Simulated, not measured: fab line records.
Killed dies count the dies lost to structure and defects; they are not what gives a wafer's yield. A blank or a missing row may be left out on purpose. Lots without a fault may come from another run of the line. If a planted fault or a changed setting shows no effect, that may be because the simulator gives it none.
fab line records -- flow n5-finfet -- part 2 of 2: steps 22 to 28 of 28
record lots=5, wafers=15, last-day=17
route steps=1938 shown BEOL_M6@1210
lots that met no fault: from a run of the same line without faults
start-h: start of the lot's first displayed wafer, in hours after the record's first day -- wait-h: hours from the lot's prior step to this one -- " unchanged from the row above -- L1.1+2: a single row standing in for several wafers -- - no value, or no start was given -- * or withheld: withheld -- < > ~ a bound
route shown NAME@n: NAME is a module with steps in the file, n the number in the route of the first one -- usual: mean/standard deviation of fault-free wafers -- same: alike in all rows -- chamber/n: place in a boat -- sites: each site's reading -- _std_site: their standard deviation -- _edge_site: the outer-site mean with the inner-site mean subtracted -- radius-mm: for every site, how far away it sits from the centre of the wafer -- mask NAME#n: copy n -- behind: the most recent tool/chamber to have shaped the wafer -- hold: why the lot was held/for how many hours/how that ended -- device: which transistor (n, p or np) failed to switch -- end of line: tests run on the same wafers once the route is complete -- a step with no rows: only its recipe -- killed: not the wafer's yield, but the dies lost to structure and defects at the first sort -- map: per-die view of a wafer (x killed, . not killed, _ where there is no die)
set.NAME: the run value of the setting; set.NAME@STEP: its run value at that earlier step -- model.NAME: the simulator's own value behind a step, which no gauge read
certain route steps with their lots: each step a table, each wafer a row
services: when a tool's chamber went out of use (start-h, in hours from the record's first day, below 0 if earlier), for how many hours, and the reason
## steps
# step N5_BEOL_M6_ETCH_72
# recipe chemistry=N2/H2, target=underlayer, target-depth-a=65, mask-material=CAR-EUV, time-s=5.2, ion-energy-ev=200, pressure-mtorr=30, source-w=840, bias-w=150, n2-flow-sccm=200, h2-flow-sccm=200, ends=cleared
# usual drypump-motor-current-A=5.5/0.38, etch-rf-on-time-s=5.26/0.18, oes-product-au=0.67/0.068, rf-vpp-V=523/3.1, showerhead-plenum-p-Torr=2.53/0.097, throttle-valve-pct=17.82/0.28
lot.wafer,tool,chamber,start-h,wait-h,drypump-motor-current-A,etch-rf-on-time-s,oes-product-au,rf-hours-counter-h,rf-vpp-V,showerhead-plenum-p-Torr,throttle-valve-pct
L082.4,rie-diel-04,1,233.99,0.0,5.6,5.31,0.81,10,529,2.73,17.73
L082.5,rie-diel-04,3,233.99,0.0,5.1,4.95,0.78,-,527,2.61,17.41
L082.6,rie-diel-04,0,233.99,0.0,6.0,5.40,0.73,-,524,2.59,17.51
L089.2,rie-diel-04,3,281.40,0.0,5.0,5.04,0.73,41,526,2.60,17.43
L089.3,rie-diel-04,2,281.40,0.0,5.7,5.40,0.74,21,526,2.56,17.74
L089.5,rie-diel-04,2,281.40,0.0,5.7,5.41,0.75,-,526,2.57,17.72
L093.1,rie-diel-05,2,310.02,0.0,5.7,5.15,0.62,194,518,2.34,18.46
L093.4,rie-diel-05,1,310.02,0.0,5.6,5.57,0.62,-,521,2.45,17.71
L093.6,rie-diel-05,0,310.02,0.0,4.8,5.21,0.58,-,521,2.42,18.19
L094.2,rie-diel-05,2,310.41,0.0,5.7,5.22,0.63,194,516,2.34,18.45
L094.3,rie-diel-05,1,310.41,0.0,5.6,5.60,0.62,122,521,2.45,17.72
L094.4,rie-diel-05,1,310.41,0.0,5.6,5.53,0.62,-,519,2.45,17.73
L097.1,rie-diel-01,3,327.57,0.0,5.9,5.32,0.57,246,528,2.62,18.09
L097.2,rie-diel-01,2,327.57,0.0,5.4,5.02,0.69,122,525,2.54,17.66
L097.4,rie-diel-01,1,327.57,0.0,5.2,5.37,0.60,204,522,2.52,18.01
# step N5_BEOL_M6_ETCH_65
# recipe chemistry=CF4, target=SiARC, target-depth-a=156, mask-material=CAR-EUV, time-s=26, ion-energy-ev=80, pressure-mtorr=40, source-w=545, bias-w=36, Ar_flow_sccm=100, cf4-flow-sccm=100, ends=cleared
# usual drypump-motor-current-A=5.5/0.37, etch-rf-on-time-s=26.3/1, oes-product-au=0.68/0.067, rf-vpp-V=183.9/1.3, showerhead-plenum-p-Torr=2.13/0.078, throttle-valve-pct=15.58/0.27
lot.wafer,tool,chamber,start-h,wait-h,drypump-motor-current-A,etch-rf-on-time-s,oes-product-au,rf-hours-counter-h,rf-vpp-V,showerhead-plenum-p-Torr,throttle-valve-pct
L082.4,rie-diel-04,1,234.00,0.0,5.6,26.4,0.81,10,186.5,2.27,15.31
L082.5,rie-diel-04,3,234.00,0.0,5.0,24.4,0.78,-,184.5,2.18,15.03
L082.6,rie-diel-04,0,234.00,0.0,6.0,26.8,0.73,-,185.3,2.18,15.29
L089.2,rie-diel-04,3,281.42,0.0,5.1,24.6,0.75,41,184.9,2.17,15.08
L089.3,rie-diel-04,2,281.42,0.0,5.7,27.1,0.75,21,183.0,2.19,15.67
L089.5,rie-diel-04,2,281.42,0.0,5.7,27.0,0.75,-,183.9,2.19,15.65
L093.1,rie-diel-05,2,310.03,0.0,5.7,26.2,0.63,194,181.8,1.97,16.08
L093.4,rie-diel-05,1,310.03,0.0,5.6,28.4,0.62,-,184.3,2.07,15.44
L093.6,rie-diel-05,0,310.03,0.0,4.9,25.8,0.58,-,182.0,2.04,15.94
L094.2,rie-diel-05,2,310.43,0.0,5.7,25.6,0.64,194,180.3,1.97,16.08
L094.3,rie-diel-05,1,310.43,0.0,5.6,27.8,0.63,122,182.1,2.07,15.46
L094.4,rie-diel-05,1,310.43,0.0,5.6,27.8,0.62,-,182.8,2.07,15.49
L097.1,rie-diel-01,3,327.58,0.0,5.9,27.0,0.57,246,185.7,2.19,15.81
L097.2,rie-diel-01,2,327.58,0.0,5.4,25.4,0.68,122,184.7,2.15,15.56
L097.4,rie-diel-01,1,327.58,0.0,5.2,26.8,0.60,204,183.7,2.11,15.77
# step N5_BEOL_M6_ETCH_66
# recipe chemistry=N2/H2, target=SOC, target-depth-a=800, overetch-a=160, mask-material=SiARC, temp-c=40, time-s=120, ion-energy-ev=200, pressure-mtorr=30, source-w=840, bias-w=150, n2-flow-sccm=200, h2-flow-sccm=200
# usual drypump-motor-current-A=5.5/0.38, oes-product-au=0.61/0.062, rf-vpp-V=523.6/3, showerhead-plenum-p-Torr=2.53/0.097, throttle-valve-pct=17.78/0.28
lot.wafer,tool,chamber,start-h,wait-h,drypump-motor-current-A,oes-product-au,rf-hours-counter-h,rf-vpp-V,showerhead-plenum-p-Torr,throttle-valve-pct
L082.4,rie-diel-04,1,234.03,0.0,5.6,0.73,11,528.3,2.73,17.71
L082.5,rie-diel-04,3,234.03,0.0,5.1,0.68,-,526.0,2.61,17.38
L082.6,rie-diel-04,0,234.03,0.0,6.0,0.68,-,524.6,2.59,17.48
L089.2,rie-diel-04,3,281.45,0.0,5.1,0.65,41,525.7,2.60,17.40
L089.3,rie-diel-04,2,281.45,0.0,5.7,0.69,21,526.7,2.56,17.67
L089.5,rie-diel-04,2,281.45,0.0,5.7,0.69,-,525.4,2.56,17.70
L093.1,rie-diel-05,2,310.06,0.0,5.7,0.56,194,515.7,2.34,18.42
L093.4,rie-diel-05,1,310.06,0.0,5.6,0.59,-,518.3,2.45,17.70
L093.6,rie-diel-05,0,310.06,0.0,4.8,0.52,-,519.4,2.42,18.13
L094.2,rie-diel-05,2,310.46,0.0,5.7,0.57,194,517.8,2.34,18.43
L094.3,rie-diel-05,1,310.46,0.0,5.6,0.58,122,522.5,2.45,17.71
L094.4,rie-diel-05,1,310.46,0.0,5.6,0.58,-,522.2,2.45,17.70
L097.1,rie-diel-01,3,327.61,0.0,6.0,0.52,246,526.4,2.62,18.06
L097.2,rie-diel-01,2,327.61,0.0,5.4,0.60,122,523.7,2.54,17.63
L097.4,rie-diel-01,1,327.61,0.0,5.2,0.54,204,521.1,2.51,17.97
# step N5_BEOL_M6_STRIP_69
# recipe chemistry=N2/H2, temp-c=40, n2-flow-sccm=200, h2-flow-sccm=200, rf-frequency-hz=6e+07
lot.wafer,tool,chamber,start-h,wait-h
L082.4+5+6,rie-diel-04,"1,3,0",234.11,0.0
L089.2+3+5,rie-diel-04,"3,2,2",281.53,0.0
L093.1+4+6,rie-diel-05,"2,1,0",310.14,0.0
L094.2+3+4,rie-diel-05,"2,1,1",310.54,0.0
L097.1+2+4,rie-diel-01,"3,2,1",327.69,0.0
# step N5_BEOL_M6_STRIP_73
# recipe chemistry=N2/H2, temp-c=40, n2-flow-sccm=200, h2-flow-sccm=200, rf-frequency-hz=6e+07
lot.wafer,tool,chamber,start-h,wait-h
L082.4+5+6,rie-diel-04,"1,3,0",234.12,0.0
L089.2+3+5,rie-diel-04,"3,2,2",281.54,0.0
L093.1+4+6,rie-diel-05,"2,1,0",310.15,0.0
L094.2+3+4,rie-diel-05,"2,1,1",310.55,0.0
L097.1+2+4,rie-diel-01,"3,2,1",327.70,0.0
# step N5_BEOL_M6_VIA_ETCH_34
# recipe chemistry=C4F6/O2, target=SiCOH_lowk, target-depth-a=1263, mask-material=SOC, taper-deg=4, time-s=50.9, ion-energy-ev=250, pressure-mtorr=30, source-w=345, bias-w=185, Ar_flow_sccm=300, C4F6_flow_sccm=10, O2_flow_sccm=10
# usual drypump-motor-current-A=5.5/0.38, oes-product-au=0.79/0.081, rf-vpp-V=676/25, showerhead-plenum-p-Torr=2.84/0.11, throttle-valve-pct=20.89/0.25
lot.wafer,tool,chamber,start-h,wait-h,drypump-motor-current-A,oes-product-au,rf-hours-counter-h,rf-vpp-V,showerhead-plenum-p-Torr,throttle-valve-pct
L082.4,rie-diel-04,1,234.13,0.0,5.6,0.96,11,665,3.05,20.83
L082.5,rie-diel-04,3,234.13,0.0,5.1,0.91,-,653,2.90,20.33
L082.6,rie-diel-04,0,234.13,0.0,6.0,0.86,-,684,2.94,20.87
L089.2,rie-diel-04,3,281.55,0.0,5.0,0.87,41,653,2.89,20.35
L089.3,rie-diel-04,2,281.55,0.0,5.7,0.88,21,706,2.93,21.16
L089.5,rie-diel-04,2,281.55,0.0,5.7,0.88,-,704,2.93,21.18
L093.1,rie-diel-05,2,310.16,0.0,5.7,0.73,194,655,2.61,21.37
L093.4,rie-diel-05,1,310.16,0.0,5.6,0.73,-,664,2.76,20.79
L093.6,rie-diel-05,0,310.16,0.0,4.9,0.67,-,650,2.67,20.98
L094.2,rie-diel-05,2,310.56,0.0,5.7,0.72,194,654,2.61,21.39
L094.3,rie-diel-05,1,310.56,0.0,5.6,0.73,122,665,2.76,20.80
L094.4,rie-diel-05,1,310.56,0.0,5.6,0.74,-,666,2.76,20.81
L097.1,rie-diel-01,3,327.71,0.0,5.9,0.68,246,714,2.91,21.05
L097.2,rie-diel-01,2,327.71,0.0,5.4,0.80,122,702,2.86,20.88
L097.4,rie-diel-01,1,327.71,0.0,5.2,0.71,204,656,2.81,21.03
# step N5_BEOL_M6_STRIP_76
# recipe chemistry=C4F6/O2, resist=SiARC, rf-frequency-hz=6e+07
lot.wafer,tool,chamber,start-h,wait-h
L082.4+5+6,rie-diel-04,"1,3,0",234.18,0.0
L089.2+3+5,rie-diel-04,"3,2,2",281.59,0.0
L093.1+4+6,rie-diel-05,"2,1,0",310.21,0.0
L094.2+3+4,rie-diel-05,"2,1,1",310.60,0.0
L097.1+2+4,rie-diel-01,"3,2,1",327.75,0.0
## services
tool,chamber,start-h,hours,kind
rie-diel-04,2,211.62,-,clean
rie-diel-04,2,211.62,-,consumable-replace:focus-ring
rie-diel-04,2,211.62,19.5,scheduled-down
rie-diel-04,2,211.62,19.5,vent-cycle
euv-scanner-01,-,212.07,1.0,pm
rie-metal-03,-,218.58,4.9,repair
euv-scanner-01,-,230.44,0.4,repair
euv-scanner-02,-,232.31,1.0,pm
rie-diel-05,0,245.48,11.8,repair
rie-diel-01,-,259.93,15.6,pm
euv-scanner-01,-,268.22,1.0,pm
euv-scanner-01,-,280.34,13.5,repair
euv-scanner-02,-,283.31,0.7,repair
rie-diel-01,1,286.84,1.3,repair
euv-scanner-01,-,293.85,4.6,pm
rie-diel-05,3,295.88,15.1,repair
euv-scanner-02,-,304.23,1.0,pm
rie-diel-01,0,311.92,8.4,repair
euv-scanner-02,-,312.85,4.6,pm
rie-diel-05,0,314.81,2.2,repair
rie-metal-01,-,314.85,14.6,pm
rie-metal-03,-,318.78,0.3,repair
euv-scanner-01,-,324.37,1.0,pm
euv-scanner-01,-,327.60,0.6,repair
